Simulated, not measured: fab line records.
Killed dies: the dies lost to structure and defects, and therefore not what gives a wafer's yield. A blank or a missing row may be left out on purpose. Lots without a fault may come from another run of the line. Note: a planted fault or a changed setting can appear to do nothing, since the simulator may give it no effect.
Chamber matching + flow n5Finfet + N5_DUMMY_GATE_ETCH_29 on rieDiel-06 has 4 sister chambers
The step etches underlayer in N2/H2, target depth 13 nm. 14 wafers are shown with their chamber, then 7 later ones without.

== EACH WAFER AND ITS CHAMBER ==
| wafer  | chamber | showerheadPlenumPTorr (Torr) | throttleValvePct (%) | oesProductAu (a.u.) |
|--------|---------|------------------------------|----------------------|---------------------|
| L074.1 | 2       | 2.66                         | 17.84                | 0.76                |
| L074.2 | 3       | 2.70                         | 17.35                | 0.92                |
| L074.5 | 3       | 2.70                         | 17.34                | 0.93                |
| L075.1 | 3       | 2.70                         | 17.34                | 0.92                |
| L075.2 | 0       | 2.54                         | 18.04                | 0.73                |
| L075.3 | 2       | 2.66                         | 17.83                | 0.75                |
| L079.1 | 2       | 2.66                         | 17.84                | 0.76                |
| L079.4 | 3       | 2.69                         | 17.36                | 0.92                |
| L079.6 | 3       | 2.70                         | 17.34                | 0.91                |
| L084.1 | 3       | 2.69                         | 17.38                | 0.90                |
| L084.2 | 1       | 2.52                         | 17.98                | 0.71                |
| L084.6 | 0       | 2.53                         | 18.06                | 0.71                |
| L087.1 | 0       | 2.53                         | 18.08                | 0.71                |
| L087.5 | 1       | 2.52                         | 18.00                | 0.71                |

SIGNATURES, as means of the wafers listed above
| reading               | chamber 0 | chamber 1 | chamber 2 | chamber 3 | scatter within a chamber |
|-----------------------|-----------|-----------|-----------|-----------|--------------------------|
| showerheadPlenumPTorr | 2.5333    | 2.5200    | 2.6600    | 2.6967    | 0.00447                  |
| throttleValvePct      | 18.0600   | 17.9900   | 17.8367   | 17.3517   | 0.0153                   |
| oesProductAu          | 0.7167    | 0.7100    | 0.7567    | 0.9167    | 0.00931                  |
Rule: a wafer lies at a distance from a chamber equal to the root of the sum of squares, over the readings, of (its reading less the chamber's mean, divided by the reading's scatter). If the next closest chamber is less than 2 further off than the closest, the wafer can't be placed; otherwise it belongs to the closest. The scatter: take each reading less its chamber's mean, square it, sum over the shown wafers, divide by the number of wafers less the number of chambers, and take the root.

== WAFERS WHOSE CHAMBER IS MISSING ==
| wafer  | showerheadPlenumPTorr (Torr) | throttleValvePct (%) | oesProductAu (a.u.) |
|--------|------------------------------|----------------------|---------------------|
| L087.6 | 2.53                         | 18.09                | 0.71                |
| L091.1 | 2.69                         | 17.39                | 0.89                |
| L091.4 | 2.52                         | 18.11                | 0.70                |
| L091.5 | 2.52                         | 18.00                | 0.70                |
| L093.1 | 2.52                         | 18.13                | 0.70                |
| L093.4 | 2.52                         | 18.02                | 0.70                |
| L093.6 | 2.65                         | 17.88                | 0.75                |

== WHICH CHAMBER EACH ONE RAN IN ==
| wafer  | from the rows above | in truth |
|--------|---------------------|----------|
| L087.6 | 0                   | 0        |
| L091.1 | 3                   | 3        |
| L091.4 | 0                   | 0        |
| L091.5 | 1                   | 1        |
| L093.1 | 0                   | 0        |
| L093.4 | 1                   | 1        |
| L093.6 | 2                   | 2        |
Correctly placed: 7 of 7. Left unplaced by these rows: 0. Placed wrongly: 0.
